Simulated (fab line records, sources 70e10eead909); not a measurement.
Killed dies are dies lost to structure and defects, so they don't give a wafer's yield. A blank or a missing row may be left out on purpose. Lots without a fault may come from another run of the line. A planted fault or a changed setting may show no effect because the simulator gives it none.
Chamber matching | flow nand_harc | NHARC_A_ONON_D1_DEP_33 on pecvd-01: 3 sister chambers
The step deposits SiO2, target thk 200 nm. 14 wafers are shown with their chamber, then 7 later ones without.

WAFERS WITH THEIR CHAMBER
wafer  | chamber | throttle_valve_pct (%) | heater_power_w (W)
L075.1 | 1       | 15.9                   | 569
L075.3 | 1       | 16.2                   | 574
L075.6 | 0       | 16.2                   | 458
L084.2 | 0       | 16.6                   | 505
L084.4 | 0       | 16.8                   | 506
L084.6 | 1       | 16.2                   | 559
L082.1 | 1       | 15.8                   | 602
L082.4 | 2       | 16.0                   | 499
L082.6 | 0       | 16.6                   | 529
L089.1 | 2       | 15.6                   | 540
L089.4 | 2       | 15.4                   | 540
L089.6 | 1       | 16.1                   | 621
L091.4 | 1       | 16.2                   | 607
L091.5 | 0       | 16.6                   | 442

SIGNATURES (means of the wafers above)
reading            | chamber 0 | chamber 1 | chamber 2 | scatter within a chamber
throttle_valve_pct | 16.560    | 16.067    | 15.667    | 0.22
heater_power_w     | 488.00    | 588.67    | 526.33    | 29.3
Rule: a wafer's distance from a chamber is the root of the sum, over the readings, of the square of ((its reading less the chamber's mean) divided by the reading's scatter). The wafer belongs to the nearest chamber; if the next one is less than 2 further off, it can't be placed. The scatter: the root of (the sum of the squares of (reading less its chamber's mean) over the shown wafers, divided by (wafers less chambers)).

WAFERS WITHOUT THEIR CHAMBER
wafer  | throttle_valve_pct (%) | heater_power_w (W)
L091.6 | 15.5                   | 509
L092.3 | 15.1                   | 534
L092.4 | 16.6                   | 469
L092.6 | 15.6                   | 415
L094.1 | 16.4                   | 598
L094.2 | 16.3                   | 575
L094.5 | 15.3                   | 539

WHICH CHAMBER EACH WENT THROUGH
wafer  | from the rows above     | in truth
L091.6 | 2                       | 2
L092.3 | 2                       | 2
L092.4 | 0                       | 0
L092.6 | can't be placed: 2 or 0 | 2
L094.1 | 1                       | 1
L094.2 | 1                       | 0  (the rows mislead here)
L094.5 | 2                       | 2
Placed correctly: 5 of 7. Can't be placed from these rows: 1 (the true chamber is among the candidates in 1). Placed wrongly: 1.
